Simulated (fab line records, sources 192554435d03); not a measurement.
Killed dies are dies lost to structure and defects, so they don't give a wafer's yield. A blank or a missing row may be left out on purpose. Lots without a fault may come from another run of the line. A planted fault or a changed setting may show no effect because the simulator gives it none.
Split-lot experiment | flow n5_finfet | 7 lots, 39 wafers read, on a route of 1938 steps

THE SPLIT
At N5_ZERO_LAYER_PECVD_02 (deposits SiO2 from SiH4/N2O, target thk 10 nm, time 6 s), the setting time_s was moved away from the recipe's 6 s on 12 of the 39 wafers read, by -39.9% to +36.6%. The other wafers ran this setting at the recipe's value.

The reading is taken at the split's own step.

THE READING
SiO2_of_ZERO_LAYER_PECVD_02.thk_nm (the simulator's own value, which no gauge read), in nm, at N5_ZERO_LAYER_PECVD_02 (deposits SiO2 from SiH4/N2O, target thk 10 nm, time 6 s). The file gives no usual value for it. The 27 wafers here that ran the recipe average 10.112 nm, standard deviation 0.17 nm.

wafer  | tool, chamber at the split | time_s as run, s | against the recipe | SiO2_of_ZERO_LAYER_PECVD_02.thk_nm, nm | against lot-mates on the recipe
L078.1 | pecvd-04, 0                | 6                | recipe             | 10.25                                  | -
L078.2 | pecvd-04, 1                | 6                | recipe             | 10.26                                  | -
L078.6 | pecvd-04, 1                | 6                | recipe             | 10.26                                  | -
L078.3 | pecvd-04, 0                | 6                | recipe             | 10.3                                   | -
L078.4 | pecvd-04, 1                | 6                | recipe             | 10.29                                  | -
L078.5 | pecvd-04, 0                | 6                | recipe             | 10.35                                  | -
L081.1 | pecvd-04, 0                | 8.194            | +36.6%             | 13.8                                   | +3.650
L081.2 | pecvd-04, 2                | 8.194            | +36.6%             | 13.54                                  | +3.390
L081.3 | pecvd-04, 1                | 6                | recipe             | 10.03                                  | -
L081.4 | pecvd-04, 1                | 8.194            | +36.6%             | 13.88                                  | +3.730
L081.5 | pecvd-04, 2                | 6                | recipe             | 10.18                                  | -
L081.6 | pecvd-04, 0                | 6                | recipe             | 10.24                                  | -
L088.1 | pecvd-03, 0                | 3.603            | -39.9%             | 5.903                                  | -4.018
L088.2 | pecvd-03, 1                | 3.603            | -39.9%             | 5.936                                  | -3.985
L088.3 | pecvd-03, 2                | 6                | recipe             | 9.818                                  | -
L088.4 | pecvd-03, 2                | 6                | recipe             | 9.965                                  | -
L088.5 | pecvd-03, 0                | 3.603            | -39.9%             | 5.779                                  | -4.142
L088.6 | pecvd-03, 1                | 6                | recipe             | 9.98                                   | -
L089.1 | pecvd-03, 1                | 6                | recipe             | 9.972                                  | -
L089.2 | pecvd-03, 0                | 6                | recipe             | 9.876                                  | -
L089.3 | pecvd-03, 2                | 6                | recipe             | 10                                     | -
L089.4 | pecvd-03, 0                | 6                | recipe             | 9.986                                  | -
L089.5 | pecvd-03, 1                | 6                | recipe             | 9.846                                  | -
L089.6 | pecvd-03, 2                | 6                | recipe             | 10.19                                  | -
L092.1 | pecvd-04, 1                | 6                | recipe             | 10.13                                  | -
L092.2 | pecvd-04, 2                | 4.387            | -26.9%             | 7.429                                  | -2.814
L092.3 | pecvd-04, 0                | 4.387            | -26.9%             | 7.564                                  | -2.679
L092.4 | pecvd-04, 0                | 6                | recipe             | 10.41                                  | -
L092.5 | pecvd-04, 1                | 4.387            | -26.9%             | 7.489                                  | -2.754
L092.6 | pecvd-04, 2                | 6                | recipe             | 10.19                                  | -
L093.1 | pecvd-03, 2                | 6                | recipe             | 10.12                                  | -
L093.2 | pecvd-03, 1                | 6                | recipe             | 10.15                                  | -
L093.3 | pecvd-03, 0                | 4.145            | -30.9%             | 6.914                                  | -3.259
L093.4 | pecvd-03, 0                | 4.145            | -30.9%             | 7.074                                  | -3.099
L093.5 | pecvd-03, 1                | 4.145            | -30.9%             | 7.239                                  | -2.934
L093.6 | pecvd-03, 2                | 6                | recipe             | 10.25                                  | -
L096.3 | pecvd-02, 1                | 6                | recipe             | 9.895                                  | -
L096.4 | pecvd-02, 1                | 6                | recipe             | 10.24                                  | -
L096.5 | pecvd-02, 2                | 6                | recipe             | 9.853                                  | -

THE FIT
A straight line over all 39 wafers: SiO2_of_ZERO_LAYER_PECVD_02.thk_nm changes by +0.101 nm for each +1% of time_s; r = +1.00; the points scatter about the line by 0.17 nm.
The same after taking each lot's own level away (the mean of its wafers on the recipe; 39 wafers): +0.1 nm for each +1%; r = +1.00; scatter 0.11 nm.
On that fit, the largest move of time_s shifts the reading by 4 nm.
The lots' own levels span 9.9210 to 10.2850 nm, that is 2.2 times the standard deviation above.
So the lot-to-lot level changes the slope little: the two slopes agree.
Check: with one of the wafers moved furthest among these (-39.9%) left out of the fit, the line predicts -4.01 nm for it against its lot-mates. It came out at -4.02 nm against them.

THE FILE'S OWN FIT
SiO2_of_ZERO_LAYER_PECVD_02.thk_nm changes by +0.1 nm for each +1% of time_s, r = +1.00.
